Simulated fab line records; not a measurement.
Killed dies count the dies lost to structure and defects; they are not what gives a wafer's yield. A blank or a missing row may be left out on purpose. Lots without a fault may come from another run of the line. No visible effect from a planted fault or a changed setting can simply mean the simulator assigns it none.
Chamber matching    flow n5 finfet    N5_BEOL_M10_CURE_71 on uv cure-03 has 3 sister chambers
The step cures SiCOH lowk, time 240 s. 24 wafers are shown with their chamber, then 12 later ones without.

== WAFERS WITH THEIR CHAMBER ==
wafer   chamber  wafer_temp_C_max  lamp power pct (%)
L074.3  1        386.7             52.19
L074.4  1        387.3             52.25
L074.6  1        387.2             52.39
L080.1  2        387.3             52.33
L080.2  2        387.9             52.32
L080.3  2        386.8             52.26
L082.4  0        387.1             52.26
L082.5  0        387.8             52.40
L082.6  0        388.2             52.26
L086.1  2        387.0             52.25
L086.2  2        388.0             52.32
L086.3  2        388.0             52.35
L089.3  2        387.1             52.28
L089.4  2        387.4             52.33
L089.6  2        387.5             52.32
L088.1  2        388.3             52.35
L088.3  2        387.6             52.29
L088.6  2        386.9             52.28
L091.1  2        387.6             52.34
L091.3  2        387.1             52.25
L091.6  2        387.5             52.28
L091.2  2        388.1             52.28
L091.4  2        388.3             52.26
L091.5  2        387.2             52.26

SIGNATURES (averages over the wafers above)
reading           chamber 0  chamber 1  chamber 2  scatter within a chamber
wafer_temp_C_max  387.700    387.067    387.533    0.472
lamp power pct    52.3067    52.2767    52.2972    0.0512
Rule: distance of a wafer from a chamber = root of the sum over the readings of ((wafer's reading minus chamber's mean) / reading's scatter) squared. The wafer belongs to the nearest chamber; if the next one is less than 2 further off, it can't be placed. The scatter: take each reading less its chamber's mean, square it, sum over the shown wafers, divide by the number of wafers less the number of chambers, and take the root.

== WAFERS WITHOUT THEIR CHAMBER ==
wafer   wafer_temp_C_max  lamp power pct (%)
L093.2  386.7             52.32
L093.4  388.1             52.32
L093.5  387.9             52.24
L092.1  387.0             52.49
L092.2  386.5             52.18
L092.5  386.3             52.38
L092.3  386.5             52.29
L092.4  386.7             52.29
L092.6  386.8             52.39
L094.3  386.4             52.21
L094.4  386.3             52.40
L094.5  386.0             52.27

== THE CHAMBER EACH PASSED THROUGH ==
wafer   from the rows above           in truth
L093.2  can't be placed: 1 or 2 or 0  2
L093.4  can't be placed: 0 or 2 or 1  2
L093.5  can't be placed: 2 or 0 or 1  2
L092.1  can't be placed: 0 or 2 or 1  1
L092.2  can't be placed: 1 or 2 or 0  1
L092.5  can't be placed: 1 or 2 or 0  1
L092.3  can't be placed: 1 or 2 or 0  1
L092.4  can't be placed: 1 or 2 or 0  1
L092.6  can't be placed: 1 or 2 or 0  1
L094.3  can't be placed: 1 or 2 or 0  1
L094.4  can't be placed: 1 or 2 or 0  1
L094.5  can't be placed: 1 or 2 or 0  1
Correct placement for 0 of the 12. Not placeable from these rows: 12 (in 12, the candidates include the true chamber). 0 placed wrongly.
